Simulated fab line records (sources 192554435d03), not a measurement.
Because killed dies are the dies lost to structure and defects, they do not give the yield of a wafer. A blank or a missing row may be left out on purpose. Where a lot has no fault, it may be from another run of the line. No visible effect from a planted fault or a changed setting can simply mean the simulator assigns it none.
Matching of chambers | flow n5 finfet | 4 sister chambers for N5_DUMMY_GATE_STRIP_41 on rie diel-03
The step strips in O2. 4 wafers are shown with their chamber, then 10 later ones without.

WAFERS PAIRED WITH THEIR CHAMBERS
wafer  | chamber | drypump motor current A (A)
L082.4 | 1       | 5.2
L084.5 | 3       | 5.9
L086.1 | 2       | 6.4
L086.3 | 0       | 5.3

WAFERS WHOSE CHAMBER IS MISSING
wafer  | drypump motor current A (A)
L086.4 | 5.8
L094.1 | 5.8
L094.4 | 6.5
L094.6 | 5.2
L095.1 | 6.4
L095.3 | 5.2
L095.4 | 5.3
L096.1 | 6.4
L096.3 | 5.8
L096.5 | 5.9

CHAMBER TAKEN BY EACH
wafer  | from the rows above     | in truth
L086.4 | 3                       | 3
L094.1 | 3                       | 3
L094.4 | 2                       | 2
L094.6 | can't be placed: 1 or 0 | 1
L095.1 | 2                       | 2
L095.3 | can't be placed: 1 or 0 | 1
L095.4 | can't be placed: 0 or 1 | 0
L096.1 | 2                       | 2
L096.3 | 3                       | 3
L096.5 | 3                       | 3
7 of 10 placed correctly. From these rows, 3 cannot be placed; in 3 the true chamber is one of the candidates. 0 placed wrongly.
How it was worked out, from the rows above alone: a wafer's distance from a chamber is the root of the sum, over the readings, of the square of ((its reading less the chamber's mean) divided by the reading's scatter). If the next closest chamber is less than 2 further off than the closest, the wafer can't be placed; otherwise it belongs to the closest. Each chamber's mean is taken over the wafers shown for it. The scatter: root of mean squared gap, hidden wafer to nearest shown wafer, with one shown wafer a chamber.
